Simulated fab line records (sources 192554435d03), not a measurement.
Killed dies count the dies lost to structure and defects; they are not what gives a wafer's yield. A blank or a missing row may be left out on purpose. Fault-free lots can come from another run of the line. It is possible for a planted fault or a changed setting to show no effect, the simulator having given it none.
fab line records -- flow n5Finfet
record: lots: 7, wafers: 21
route steps=1938 shown WELL_APT@21 FIN_SAQP@125 FIN_CUT@155
startH: hours from the record's opening day to when the first of the lot's shown wafers began -- waitH: how many hours have passed since the lot's step before this one -- " identical to the entry in the row above -- L1.1+2: one row covering several wafers at once -- - no value, or no start was given -- * or withheld: withheld -- < > ~ a bound
route shown NAME@n: a module of which the file shows steps, and the number in the route of the first -- usual: average and standard deviation across the fault-free wafers -- same: alike in all rows -- chamber/n: place in a boat -- sites: each site's reading -- _std_site: the values' standard deviation -- _edge_site: the outer-site mean with the inner-site mean subtracted -- radiusMm: how far each site lies from the wafer's centre -- mask NAME#n: copy n -- behind: the tool/chamber that last shaped the wafer -- hold: why the lot was held/for how many hours/how that ended -- device: names the non-switching transistor (n, p or np) -- end of line: the route-end tests of the same wafers -- for a step that has no rows: nothing shown but its recipe -- killed: the dies lost at the first sort to structure and to defects; this is not the yield of the wafer -- map: the dies of a wafer, with x for killed, . for not killed, _ for no die there
set.NAME: the setting the step ran with; set.NAME@STEP: the setting that earlier step ran with -- model.NAME: the simulator's own value behind a step, which no gauge read
one table per step and one row per wafer, for lots whose settings were changed on purpose
== steps ==
step: N5_WELL_APT_COAT_02
recipe: spinRpm: 1357, resistThkNm: 950
lot.wafer,tool,chamber,startH,waitH,set.spinRpm,model.coat_of_WELL_APT_COAT_02.thkNm
L077.1,lithoTrack-03,0,-,-,1357,947.7
L077.5,lithoTrack-03,0,-,-,1357,950.4
L077.6,lithoTrack-03,0,-,-,1357,949.9
L084.2,lithoTrack-02,0,-,-,1357,950.4
L084.5,lithoTrack-02,0,-,-,1357,951.4
L084.6,lithoTrack-02,0,-,-,1279,978.1
L086.2,lithoTrack-05,0,-,-,1357,948.3
L086.5,lithoTrack-05,0,-,-,1357,949.7
L086.6,lithoTrack-05,0,-,-,1357,949.8
L087.1,lithoTrack-02,0,-,-,1256,987.8
L087.3,lithoTrack-02,0,-,-,1357,948.6
L087.4,lithoTrack-02,0,-,-,1357,949.4
L090.1,lithoTrack-03,0,-,-,1238,992
L090.3,lithoTrack-03,0,-,-,1357,953.1
L090.4,lithoTrack-03,0,-,-,1357,951.4
L094.2,lithoTrack-02,0,-,-,1431,930.8
L094.4,lithoTrack-02,0,-,-,1357,953
L094.5,lithoTrack-02,0,-,-,1357,952.5
L096.2,lithoTrack-05,0,-,-,1495,900.5
L096.5,lithoTrack-05,0,-,-,1495,901
L096.6,lithoTrack-05,0,-,-,1357,945.9
step: N5_WELL_APT_EXPOSE_05
recipe: maskId: NWELL, na: 0.8, sourceShape: conventional, sigmaOuter: 0.8, polarization: unpolarized, defocusNm: 0, targetCdNm: 200, doseMj: 20.3
lot.wafer,tool,chamber,startH,waitH,mask,set.doseMj
L077.1,krfScanner-01,0,31.78,-,NWELL#0,20.3
L077.5+6,krfScanner-01,0,31.78,-,NWELL#0,21.78
L084.2+6,krfScanner-01,0,73.65,-,NWELL#0,20.3
L084.5,krfScanner-01,0,73.65,-,NWELL#0,19.19
L086.2+5+6,krfScanner-01,0,85.69,-,NWELL#0,20.3
L087.1+4,krfScanner-01,0,91.51,-,NWELL#0,20.9
L087.3,krfScanner-01,0,91.51,-,NWELL#0,20.3
L090.1+4,krfScanner-01,0,109.55,-,NWELL#0,20.3
L090.3,krfScanner-01,0,109.55,-,NWELL#0,20.83
L094.2+4,krfScanner-02,0,133.39,-,NWELL#0,19.82
L094.5,krfScanner-02,0,133.39,-,NWELL#0,20.3
L096.2+5+6,krfScanner-02,0,145.64,-,NWELL#0,20.3
step: N5_WELL_APT_PEB_06
recipe: pebTempC: 130, pebTimeS: 90
step: N5_WELL_APT_DEVELOP_07
recipe: developTimeS: 45, rinseLiquid: surfactantRinse, dry: airSpin, devTempC: 21
step: N5_WELL_APT_HARDBAKE_12
recipe: tempC: 130, timeS: 120
step: N5_WELL_APT_CD_MEAS_08
recipe: targetCdNm: 200, landingEnergyEv: 500, detector: seInlens
usual: cdNm: 200.0/1.4
lot.wafer,tool,chamber,startH,waitH,set.doseMj@WELL_APT_EXPOSE_05,cdNm
L077.1,cdSem-03,0,31.95,-,20.3,201.0
L077.5,cdSem-03,0,31.95,-,21.78,211.4
L077.6,cdSem-03,0,31.95,-,21.78,212.3
L084.2,cdSem-02,0,73.81,-,20.3,200.6
L084.5,cdSem-02,0,73.81,-,19.19,191.8
L084.6,cdSem-02,0,73.81,-,20.3,200.9
L086.2,cdSem-03,0,85.85,-,20.3,201.3
L086.5,cdSem-03,0,85.85,-,20.3,200.3
L086.6,cdSem-03,0,85.85,-,20.3,197.4
L087.1,cdSem-01,0,91.68,-,20.9,203.2
L087.3,cdSem-01,0,91.68,-,20.3,200.3
L087.4,cdSem-01,0,91.68,-,20.9,204.4
L090.1,cdSem-02,0,109.72,-,20.3,198.8
L090.3,cdSem-02,0,109.72,-,20.83,203.4
L090.4,cdSem-02,0,109.72,-,20.3,201.4
L094.2,cdSem-02,0,133.56,-,19.82,199.1
L094.4,cdSem-02,0,133.56,-,19.82,194.1
L094.5,cdSem-02,0,133.56,-,20.3,200.0
L096.2,cdSem-02,0,145.81,-,20.3,202.0
L096.5,cdSem-02,0,145.81,-,20.3,201.0
L096.6,cdSem-02,0,145.81,-,20.3,198.1
step: N5_WELL_APT_DESCUM_13
recipe: chemistry: O2, timeS: 7.9, sourcePowerW: 50, biasPowerW: 20, pressureMtorr: 20, rfFrequencyHz: 2.712e+07, tempC: 40, o2FlowSccm: 225
lot.wafer,tool,chamber,startH,waitH,set.doseMj@WELL_APT_EXPOSE_05,model.WELL_APT.cdNm
L077.1,rieDiel-06,0,32.04,0.0,20.3,201.3
L077.5,rieDiel-06,1,32.04,0.0,21.78,211.4
L077.6,rieDiel-06,2,32.04,0.0,21.78,212.3
L084.2,rieDiel-03,2,73.90,0.0,20.3,200.8
L084.5,rieDiel-03,0,73.90,0.0,19.19,191.4
L084.6,rieDiel-03,1,73.90,0.0,20.3,200.9
L086.2,rieDiel-06,2,85.94,0.0,20.3,201.1
L086.5,rieDiel-06,0,85.94,0.0,20.3,200.1
L086.6,rieDiel-06,3,85.94,0.0,20.3,197.6
L087.1,rieDiel-06,2,92.35,0.6,20.9,203.3
L087.3,rieDiel-06,3,92.35,0.6,20.3,200.5
L087.4,rieDiel-06,0,92.35,0.6,20.9,204.2
L090.1,rieDiel-01,1,109.81,0.0,20.3,199.3
L090.3,rieDiel-01,0,109.81,0.0,20.83,203.7
L090.4,rieDiel-01,2,109.81,0.0,20.3,201.3
L094.2,rieDiel-06,2,133.64,0.0,19.82,199
L094.4,rieDiel-06,3,133.64,0.0,19.82,193.9
L094.5,rieDiel-06,0,133.64,0.0,20.3,199.8
L096.2,rieDiel-06,0,145.92,0.1,20.3,202.5
L096.5,rieDiel-06,0,145.92,0.1,20.3,201.1
L096.6,rieDiel-06,3,145.92,0.1,20.3,198
step: N5_WELL_APT_EXPOSE_22
recipe: maskId: PWELL, na: 0.8, sourceShape: conventional, sigmaOuter: 0.8, polarization: unpolarized, defocusNm: 0, targetCdNm: 200, doseMj: 23.2
lot.wafer,tool,chamber,startH,waitH,mask,set.doseMj
L077.1+5+6,krfScanner-01,0,32.90,-,PWELL#0,23.2
L084.2+5,krfScanner-02,0,74.89,-,PWELL#0,23.2
L084.6,krfScanner-02,0,74.89,-,PWELL#0,24.08
L086.2+5+6,krfScanner-01,0,86.81,-,PWELL#0,23.2
L087.1+3+4,krfScanner-01,0,93.21,-,PWELL#0,23.2
L090.1+4,krfScanner-01,0,110.80,-,PWELL#0,23.2
L090.3,krfScanner-01,0,110.80,-,PWELL#0,24.02
L094.2,krfScanner-01,0,134.51,-,PWELL#0,23.2
L094.4+5,krfScanner-01,0,134.51,-,PWELL#0,22.04
L096.2,krfScanner-02,0,146.91,-,PWELL#0,23.2
L096.5+6,krfScanner-02,0,146.91,-,PWELL#0,23.84
step: N5_WELL_APT_PEB_23
recipe: pebTempC: 130, pebTimeS: 90
step: N5_WELL_APT_DEVELOP_24
recipe: developTimeS: 45, rinseLiquid: surfactantRinse, dry: airSpin, devTempC: 21
step: N5_WELL_APT_HARDBAKE_29
recipe: tempC: 130, timeS: 120
step: N5_WELL_APT_CD_MEAS_25
recipe: targetCdNm: 200, landingEnergyEv: 500, detector: seInlens
usual: cdNm: 199.1/2
lot.wafer,tool,chamber,startH,waitH,set.doseMj@WELL_APT_EXPOSE_22,cdNm
L077.1,cdSem-03,0,33.07,-,23.2,199.8
L077.5,cdSem-03,0,33.07,-,23.2,199.9
L077.6,cdSem-03,0,33.07,-,23.2,197.1
L084.2,cdSem-01,0,75.06,-,23.2,201.1
L084.5,cdSem-01,0,75.06,-,23.2,198.5
L084.6,cdSem-01,0,75.06,-,24.08,207.5
L086.2,cdSem-01,0,86.97,-,23.2,204.2
L086.5,cdSem-01,0,86.97,-,23.2,201.7
L086.6,cdSem-01,0,86.97,-,23.2,201.0
L087.1,cdSem-01,0,93.39,-,23.2,196.7
L087.3,cdSem-01,0,93.39,-,23.2,195.3
L087.4,cdSem-01,0,93.39,-,23.2,196.3
L090.1,cdSem-03,0,110.97,-,23.2,202.2
L090.3,cdSem-03,0,110.97,-,24.02,207.8
L090.4,cdSem-03,0,110.97,-,23.2,199.8
L094.2,cdSem-01,0,134.68,-,23.2,198.1
L094.4,cdSem-01,0,134.68,-,22.04,189.3
L094.5,cdSem-01,0,134.68,-,22.04,189.3
L096.2,cdSem-03,0,147.08,-,23.2,197.0
L096.5,cdSem-03,0,147.08,-,23.84,200.8
L096.6,cdSem-03,0,147.08,-,23.84,202.4
step: N5_WELL_APT_DESCUM_30
recipe: chemistry: O2, timeS: 7.9, sourcePowerW: 50, biasPowerW: 20, pressureMtorr: 20, rfFrequencyHz: 2.712e+07, tempC: 40, o2FlowSccm: 225
lot.wafer,tool,chamber,startH,waitH,set.timeS,set.doseMj@WELL_APT_EXPOSE_22,model.WELL_APT.cdNm
L077.1,rieDiel-01,2,33.16,0.0,7.9,23.2,199.8
L077.5,rieDiel-01,1,33.16,0.0,6.681,23.2,199.7
L077.6,rieDiel-01,2,33.16,0.0,7.9,23.2,197.3
L084.2,rieDiel-06,2,75.14,0.0,6.929,23.2,201
L084.5,rieDiel-06,0,75.14,0.0,7.9,23.2,198.5
L084.6,rieDiel-06,3,75.14,0.0,6.929,24.08,207
L086.2,rieDiel-03,2,87.06,0.0,7.9,23.2,203.8
L086.5,rieDiel-03,3,87.06,0.0,7.9,23.2,202.3
L086.6,rieDiel-03,0,87.06,0.0,7.9,23.2,200.9
L087.1,rieDiel-06,0,93.61,0.2,7.9,23.2,197
L087.3,rieDiel-06,3,93.61,0.2,7.9,23.2,194.9
L087.4,rieDiel-06,2,93.61,0.2,7.9,23.2,196.5
L090.1,rieDiel-03,3,111.06,0.0,9.232,23.2,202.4
L090.3,rieDiel-03,0,111.06,0.0,7.9,24.02,207.8
L090.4,rieDiel-03,2,111.06,0.0,9.232,23.2,199.6
L094.2,rieDiel-06,3,134.76,0.0,7.9,23.2,198.2
L094.4,rieDiel-06,3,134.76,0.0,7.9,22.04,189.2
L094.5,rieDiel-06,0,134.76,0.0,7.9,22.04,189.7
L096.2,rieDiel-06,0,147.25,0.1,7.002,23.2,197.1
L096.5,rieDiel-06,0,147.25,0.1,7.002,23.84,200.6
L096.6,rieDiel-06,2,147.25,0.1,7.002,23.84,202.1
step: N5_FIN_SAQP_SPACER1_ALD_24
recipe: material: SiO2, targetThkA: 203, tempC: 300, aldPrecursorFamily: BDEAS, aldCoReactant: O2-plasma, pulseTimeS: 1, purgeTimeS: 2, coReactantPurgeTimeS: 2, aldCycles: 218, pressureTorr: 2
lot.wafer,tool,chamber,startH,waitH,set.aldCycles,model.SiO2_of_FIN_SAQP_SPACER1_ALD_24.thkNm
L077.1,aldSin-03,2,40.84,0.7,218,20.6
L077.5,aldSin-03,1,40.84,0.7,191,17.8
L077.6,aldSin-03,0,40.84,0.7,218,20.4
L084.2,aldSin-03,3,83.99,0.4,228,21.2
L084.5,aldSin-03,1,83.99,0.4,218,20.4
L084.6,aldSin-03,0,83.99,0.4,218,20.2
L086.2+5+6,aldSin-01,"0,1,2",97.81,1.1,218,20.2
L087.1+3,aldSin-03,"0,1",104.27,0.3,218,20.4
L087.4,aldSin-03,2,104.27,0.3,192,17.8
L090.1,aldSin-01,1,121.05,0.7,218,20.4
L090.3,aldSin-01,3,121.05,0.7,218,20.2
L090.4,aldSin-01,0,121.05,0.7,202,19
L094.2,aldSin-03,3,142.56,0.3,245,23
L094.4,aldSin-03,0,142.56,0.3,218,20.4
L094.5,aldSin-03,1,142.56,0.3,245,22.8
L096.2+5,aldSin-01,"0,1",156.08,0.9,218,20.4
L096.6,aldSin-01,2,156.08,0.9,233,21.8
step: N5_FIN_SAQP_SPACER1_ETCHBACK_25
recipe: chemistry: CHF3/O2, mode: anisotropicEtchback, target: SiO2, targetDepthA: 244, timeS: 12.2, pressureMtorr: 30, sourceW: 650, biasW: 170, Ar_flow_sccm: 200, CHF3_flow_sccm: 50, O2_flow_sccm: 5, ionEnergyEv: 200
step: N5_FIN_SAQP_MANDREL1_REMOVE_56
recipe: chemistry: HBr/Cl2/O2, btTimeS: 10, target: a-Si, stopOn: SiNx, endpoint: OES-SiCl, overEtchFrac: 1, icpW: 600, biasW: 22, HBr_flow_sccm: 150, Cl2_flow_sccm: 80, O2_flow_sccm: 5, pressureMtorr: 10
lot.wafer,tool,chamber,startH,waitH,set.aldCycles@FIN_SAQP_SPACER1_ALD_24,model.FIN_SAQP.cdNm
L077.1+6,rieSi-06,"0,2",41.79,0.1,218,20.4
L077.5,rieSi-06,0,41.79,0.1,191,17.8
L084.2,rieSi-01,2,84.80,0.1,228,21.2
L084.5,rieSi-01,1,84.80,0.1,218,20.4
L084.6,rieSi-01,2,84.80,0.1,218,20.2
L086.2,rieSi-03,1,98.63,0.1,218,20.4
L086.5+6,rieSi-03,"1,0",98.63,0.1,218,20.2
L087.1+3,rieSi-03,"2,3",105.08,0.1,218,20.4
L087.4,rieSi-03,0,105.08,0.1,192,18
L090.1,rieSi-03,1,121.85,0.1,218,20.2
L090.3,rieSi-03,2,121.85,0.1,218,20.4
L090.4,rieSi-03,3,121.85,0.1,202,18.8
L094.2,rieSi-03,1,143.37,0.1,245,23
L094.4,rieSi-03,0,143.37,0.1,218,20.4
L094.5,rieSi-03,1,143.37,0.1,245,22.8
L096.2+5,rieSi-03,"2,3",156.90,0.1,218,20.4
L096.6,rieSi-03,2,156.90,0.1,233,21.8
step: N5_FIN_SAQP_CD_MEAS_27
recipe: targetCdNm: 20, landingEnergyEv: 1000, detector: seInlens, polarity: line
usual: cdNm: 20.36/0.23
lot.wafer,tool,chamber,startH,waitH,set.aldCycles@FIN_SAQP_SPACER1_ALD_24,cdNm
L077.1,cdSem-02,0,41.89,0.1,218,20.76
L077.5,cdSem-02,0,41.89,0.1,191,17.44
L077.6,cdSem-02,0,41.89,0.1,218,20.23
L084.2,cdSem-01,0,84.91,0.1,228,21.15
L084.5,cdSem-01,0,84.91,0.1,218,20.32
L084.6,cdSem-01,0,84.91,0.1,218,19.94
L086.2,cdSem-03,0,98.74,0.1,218,20.26
L086.5,cdSem-03,0,98.74,0.1,218,20.28
L086.6,cdSem-03,0,98.74,0.1,218,20.07
L087.1,cdSem-02,0,105.19,0.1,218,20.39
L087.3,cdSem-02,0,105.19,0.1,218,20.25
L087.4,cdSem-02,0,105.19,0.1,192,18.19
L090.1,cdSem-03,0,121.96,0.1,218,20.19
L090.3,cdSem-03,0,121.96,0.1,218,20.29
L090.4,cdSem-03,0,121.96,0.1,202,18.57
L094.2,cdSem-02,0,143.48,0.1,245,23.16
L094.4,cdSem-02,0,143.48,0.1,218,20.34
L094.5,cdSem-02,0,143.48,0.1,245,22.81
L096.2,cdSem-03,0,157.01,0.1,218,20.19
L096.5,cdSem-03,0,157.01,0.1,218,20.50
L096.6,cdSem-03,0,157.01,0.1,233,21.96
step: N5_FIN_SAQP_ETCH_65
recipe: chemistry: CF4, target: SiO2, targetDepthA: 40, ionEnergyEv: 350, timeS: 4.4, pressureMtorr: 10, icpW: 800, biasW: 400, cf4FlowSccm: 80
lot.wafer,tool,chamber,startH,waitH,set.timeS,model.etch.depthNm
L077.1,rieSi-01,3,42.13,0.1,4.4,3.958
L077.5,rieSi-01,0,42.13,0.1,4.4,3.807
L077.6,rieSi-01,3,42.13,0.1,4.4,3.944
L084.2,rieSi-01,0,85.16,0.1,4.4,3.825
L084.5,rieSi-01,0,85.16,0.1,4.4,3.846
L084.6,rieSi-01,3,85.16,0.1,4.4,3.938
L086.2,rieSi-06,0,98.89,0.1,4.4,4.169
L086.5,rieSi-06,0,98.89,0.1,4.4,4.165
L086.6,rieSi-06,1,98.89,0.1,4.4,4.117
L087.1,rieSi-06,2,105.35,0.1,4.893,4.735
L087.3,rieSi-06,0,105.35,0.1,4.893,4.671
L087.4,rieSi-06,1,105.35,0.1,4.4,4.168
L090.1,rieSi-01,3,122.12,0.1,5.002,4.475
L090.3,rieSi-01,0,122.12,0.1,4.4,3.827
L090.4,rieSi-01,1,122.12,0.1,4.4,3.97
L094.2,rieSi-01,2,143.63,0.1,4.4,3.954
L094.4,rieSi-01,3,143.63,0.1,4.4,3.941
L094.5,rieSi-01,0,143.63,0.1,4.4,3.818
L096.2,rieSi-06,3,157.17,0.1,4.4,3.825
L096.5,rieSi-06,3,157.17,0.1,4.4,3.823
L096.6,rieSi-06,2,157.17,0.1,4.4,4.09
step: N5_FIN_CUT_COAT_19
recipe: resist: SiARC, tempC: 220, timeS: 60, spinRpm: 1500, resistThkNm: 20
lot.wafer,tool,chamber,startH,waitH,set.spinRpm,model.SiARC_of_FIN_CUT_COAT_19.thkNm
L077.1+5,lithoTrack-04,0,-,-,1500,20
L077.6,lithoTrack-04,0,-,-,1406,20.6
L084.2,lithoTrack-05,0,-,-,1393,20.8
L084.5+6,lithoTrack-05,0,-,-,1500,20
L086.2+5+6,lithoTrack-05,0,-,-,1500,20
L087.1+3+4,lithoTrack-04,0,-,-,1500,20
L090.1+3+4,lithoTrack-04,0,-,-,1500,20
L094.2,lithoTrack-05,0,-,-,1500,20
L094.4+5,lithoTrack-05,0,-,-,1406,20.8
L096.2+6,lithoTrack-04,0,-,-,1543,19.8
L096.5,lithoTrack-04,0,-,-,1500,20
step: N5_FIN_CUT_EXPOSE_05
recipe: maskId: FIN_CUT, na: 0.33, sourceShape: annular, sigmaInner: 0.35, sigmaOuter: 0.8, polarization: unpolarized, doseMj: 45.75
lot.wafer,tool,chamber,startH,waitH,mask,set.doseMj
L077.1+5+6,euvScanner-01,0,44.43,-,FIN_CUT#0,45.75
L084.2+5,euvScanner-02,0,87.56,-,FIN_CUT#0,44.32
L084.6,euvScanner-02,0,87.56,-,FIN_CUT#0,45.75
L086.2+5+6,euvScanner-01,0,103.15,-,FIN_CUT#0,45.75
L087.1,euvScanner-01,0,107.67,-,FIN_CUT#0,45.75
L087.3+4,euvScanner-01,0,107.67,-,FIN_CUT#0,43.9
L090.1+4,euvScanner-01,0,124.26,-,FIN_CUT#0,45.75
L090.3,euvScanner-01,0,124.26,-,FIN_CUT#0,43.56
L094.2+4,euvScanner-02,0,146.08,-,FIN_CUT#0,45.75
L094.5,euvScanner-02,0,146.08,-,FIN_CUT#0,43.78
L096.2+5,euvScanner-02,0,159.55,-,FIN_CUT#0,45.75
L096.6,euvScanner-02,0,159.55,-,FIN_CUT#0,49.18
step: N5_FIN_CUT_PEB_06
recipe: pebTempC: 100, pebTimeS: 60, resist: CAR-EUV
step: N5_FIN_CUT_DEVELOP_07
recipe: developTimeS: 30, developer: TMAH, resist: CAR-EUV, rinseLiquid: surfactantRinse, dry: airSpin, devTempC: 23
step: N5_FIN_CUT_CD_MEAS_08
recipe: targetCdNm: 29.1, landingEnergyEv: 500, detector: seInlens, polarity: opening
usual: cdNm: 29.00/0.22
lot.wafer,tool,chamber,startH,waitH,set.doseMj@FIN_CUT_EXPOSE_05,cdNm
L077.1,cdSem-02,0,44.56,-,45.75,29.09
L077.5,cdSem-02,0,44.56,-,45.75,29.02
L077.6,cdSem-02,0,44.56,-,45.75,28.62
L084.2,cdSem-03,0,87.69,-,44.32,28.21
L084.5,cdSem-03,0,87.69,-,44.32,28.41
L084.6,cdSem-03,0,87.69,-,45.75,29.22
L086.2,cdSem-02,0,103.28,-,45.75,28.69
L086.5,cdSem-02,0,103.28,-,45.75,29.45
L086.6,cdSem-02,0,103.28,-,45.75,29.00
L087.1,cdSem-03,0,107.80,-,45.75,29.37
L087.3,cdSem-03,0,107.80,-,43.9,28.04
L087.4,cdSem-03,0,107.80,-,43.9,28.37
L090.1,cdSem-02,0,124.39,-,45.75,28.82
L090.3,cdSem-02,0,124.39,-,43.56,27.88
L090.4,cdSem-02,0,124.39,-,45.75,29.00
L094.2,cdSem-01,0,146.21,-,45.75,28.93
L094.4,cdSem-01,0,146.21,-,45.75,29.24
L094.5,cdSem-01,0,146.21,-,43.78,28.35
L096.2,cdSem-01,0,159.68,-,45.75,28.98
L096.5,cdSem-01,0,159.68,-,45.75,28.86
L096.6,cdSem-01,0,159.68,-,49.18,30.38
step: N5_FIN_CUT_DESCUM_13
recipe: chemistry: O2, timeS: 7, sourcePowerW: 50, biasPowerW: 20, pressureMtorr: 20, rfFrequencyHz: 2.712e+07, tempC: 40, resist: CAR-EUV, o2FlowSccm: 225
step: N5_FIN_CUT_ETCH_30
recipe: chemistry: N2/H2, target: underlayer, targetDepthA: 130, maskMaterial: CAR-EUV, timeS: 10.4, ionEnergyEv: 200, pressureMtorr: 30, sourceW: 840, biasW: 150, n2FlowSccm: 200, h2FlowSccm: 200, ends: cleared
lot.wafer,tool,chamber,startH,waitH,set.doseMj@FIN_CUT_EXPOSE_05,model.FIN_CUT.cdOffsetNm
L077.1+5+6,rieDiel-04,"1,0,3",44.72,0.0,45.75,0
L084.2+5,rieDiel-02,"1,0",88.14,0.0,44.32,-0.8
L084.6,rieDiel-02,2,88.14,0.0,45.75,-0.2
L086.2,rieDiel-05,1,103.44,0.0,45.75,-0.4
L086.5+6,rieDiel-05,"1,2",103.44,0.0,45.75,-0.2
L087.1,rieDiel-04,2,107.96,0.0,45.75,0.2
L087.3+4,rieDiel-04,"3,1",107.96,0.0,43.9,-0.6
L090.1,rieDiel-05,3,124.62,0.0,45.75,-0.4
L090.3,rieDiel-05,1,124.62,0.0,43.56,-1
L090.4,rieDiel-05,0,124.62,0.0,45.75,-0.2
L094.2,rieDiel-04,1,146.37,0.0,45.75,0.2
L094.4,rieDiel-04,3,146.37,0.0,45.75,0
L094.5,rieDiel-04,1,146.37,0.0,43.78,-0.8
L096.2+5,rieDiel-02,1,159.84,0.0,45.75,-0.2
L096.6,rieDiel-02,0,159.84,0.0,49.18,1
step: N5_FIN_CUT_ETCH_20
recipe: chemistry: CF4, target: SiARC, targetDepthA: 260, maskMaterial: CAR-EUV, timeS: 43.3, ionEnergyEv: 80, pressureMtorr: 40, sourceW: 545, biasW: 36, Ar_flow_sccm: 100, cf4FlowSccm: 100, ends: cleared
lot.wafer,tool,chamber,startH,waitH,set.spinRpm@FIN_CUT_COAT_19,set.doseMj@FIN_CUT_EXPOSE_05,model.FIN_CUT.cdOffsetNm,model.etch.depthNm
L077.1,rieDiel-04,1,44.74,0.0,1500,45.75,0,20.05
L077.5,rieDiel-04,0,44.74,0.0,1500,45.75,0,20.01
L077.6,rieDiel-04,3,44.74,0.0,1406,45.75,0.2,20.69
L084.2,rieDiel-02,1,88.16,0.0,1393,44.32,-0.6,20.72
L084.5,rieDiel-02,0,88.16,0.0,1500,44.32,-0.8,20
L084.6,rieDiel-02,2,88.16,0.0,1500,45.75,0,20.05
L086.2,rieDiel-05,1,103.46,0.0,1500,45.75,-0.2,19.97
L086.5,rieDiel-05,1,103.46,0.0,1500,45.75,-0.2,19.91
L086.6,rieDiel-05,2,103.46,0.0,1500,45.75,-0.2,19.94
L087.1,rieDiel-04,2,107.98,0.0,1500,45.75,0,19.97
L087.3,rieDiel-04,3,107.98,0.0,1500,43.9,-0.6,19.98
L087.4,rieDiel-04,1,107.98,0.0,1500,43.9,-0.8,19.96
L090.1,rieDiel-05,3,124.64,0.0,1500,45.75,-0.2,19.96
L090.3,rieDiel-05,1,124.64,0.0,1500,43.56,-1,19.93
L090.4,rieDiel-05,0,124.64,0.0,1500,45.75,-0.2,19.92
L094.2,rieDiel-04,1,146.39,0.0,1500,45.75,0,20.04
L094.4,rieDiel-04,3,146.39,0.0,1406,45.75,0.2,20.72
L094.5,rieDiel-04,1,146.39,0.0,1406,43.78,-0.8,20.75
L096.2,rieDiel-02,1,159.86,0.0,1543,45.75,0,19.74
L096.5,rieDiel-02,1,159.86,0.0,1500,45.75,0,20.01
L096.6,rieDiel-02,0,159.86,0.0,1543,49.18,1,19.73
step: N5_FIN_CUT_ETCH_21
recipe: chemistry: N2/H2, target: SOC, targetDepthA: 2190, overetchA: 438, maskMaterial: SiARC, tempC: 40, ionEnergyEv: 100, biasW: 61, timeS: 523.5, pressureMtorr: 30, sourceW: 850, n2FlowSccm: 200, h2FlowSccm: 200
lot.wafer,tool,chamber,startH,waitH,set.doseMj@FIN_CUT_EXPOSE_05,model.FIN_CUT.cdOffsetNm
L077.1,rieDiel-04,1,44.78,0.0,45.75,-0.4
L077.5,rieDiel-04,0,44.78,0.0,45.75,-0.2
L077.6,rieDiel-04,3,44.78,0.0,45.75,0.2
L084.2,rieDiel-02,1,88.20,0.0,44.32,-0.6
L084.5,rieDiel-02,0,88.20,0.0,44.32,-1.4
L084.6,rieDiel-02,2,88.20,0.0,45.75,0.2
L086.2+6,rieDiel-05,"1,2",103.49,0.0,45.75,-0.8
L086.5,rieDiel-05,1,103.49,0.0,45.75,-0.6
L087.1,rieDiel-04,2,108.02,0.0,45.75,0
L087.3+4,rieDiel-04,"3,1",108.02,0.0,43.9,-1
L090.1,rieDiel-05,3,124.68,0.0,45.75,-0.8
L090.3,rieDiel-05,1,124.68,0.0,43.56,-1.4
L090.4,rieDiel-05,0,124.68,0.0,45.75,-0.4
L094.2,rieDiel-04,1,146.43,0.0,45.75,-0.4
L094.4,rieDiel-04,3,146.43,0.0,45.75,0
L094.5,rieDiel-04,1,146.43,0.0,43.78,-1.2
L096.2,rieDiel-02,1,159.89,0.0,45.75,-0.2
L096.5,rieDiel-02,1,159.89,0.0,45.75,-0.4
L096.6,rieDiel-02,0,159.89,0.0,49.18,0.8
== key ==
split: step: N5_WELL_APT_COAT_02, setting: spinRpm, stated: 1357, by: wafer
response: step: N5_WELL_APT_COAT_02, reading: model.coat_of_WELL_APT_COAT_02.thkNm, change: -4.6, per: 1%, r: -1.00
split: step: N5_WELL_APT_EXPOSE_05, setting: doseMj, stated: 20.3, by: wafer
response: step: N5_WELL_APT_CD_MEAS_08, reading: cdNm, change: +1.49, per: 1%, r: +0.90
response: step: N5_WELL_APT_DESCUM_13, reading: model.WELL_APT.cdNm, change: +1.49, per: 1%, r: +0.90
split: step: N5_WELL_APT_EXPOSE_22, setting: doseMj, stated: 23.2, by: wafer
response: step: N5_WELL_APT_CD_MEAS_25, reading: cdNm, change: +1.85, per: 1%, r: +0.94
response: step: N5_WELL_APT_DESCUM_30, reading: model.WELL_APT.cdNm, change: +1.81, per: 1%, r: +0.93
split: step: N5_WELL_APT_DESCUM_30, setting: timeS, stated: 7.9, by: wafer
response none clear
split: step: N5_FIN_SAQP_SPACER1_ALD_24, setting: aldCycles, stated: 218, by: wafer
response: step: N5_FIN_SAQP_SPACER1_ALD_24, reading: model.SiO2_of_FIN_SAQP_SPACER1_ALD_24.thkNm, change: +0.208, per: 1%, r: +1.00
response: step: N5_FIN_SAQP_MANDREL1_REMOVE_56, reading: model.FIN_SAQP.cdNm, change: +0.204, per: 1%, r: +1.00
response: step: N5_FIN_SAQP_CD_MEAS_27, reading: cdNm, change: +0.217, per: 1%, r: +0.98
split: step: N5_FIN_SAQP_ETCH_65, setting: timeS, stated: 4.4, by: wafer
response: step: N5_FIN_SAQP_ETCH_65, reading: model.etch.depthNm, change: +0.0444, per: 1%, r: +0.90
split: step: N5_FIN_CUT_COAT_19, setting: spinRpm, stated: 1500, by: wafer
response: step: N5_FIN_CUT_COAT_19, reading: model.SiARC_of_FIN_CUT_COAT_19.thkNm, change: -0.109, per: 1%, r: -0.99
response: step: N5_FIN_CUT_ETCH_20, reading: model.etch.depthNm, change: -0.103, per: 1%, r: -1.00
split: step: N5_FIN_CUT_EXPOSE_05, setting: doseMj, stated: 45.75, by: wafer
response: step: N5_FIN_CUT_CD_MEAS_08, reading: cdNm, change: +0.215, per: 1%, r: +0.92
response: step: N5_FIN_CUT_ETCH_30, reading: model.FIN_CUT.cdOffsetNm, change: +0.172, per: 1%, r: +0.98
response: step: N5_FIN_CUT_ETCH_20, reading: model.FIN_CUT.cdOffsetNm, change: +0.163, per: 1%, r: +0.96
response: step: N5_FIN_CUT_ETCH_21, reading: model.FIN_CUT.cdOffsetNm, change: +0.195, per: 1%, r: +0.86
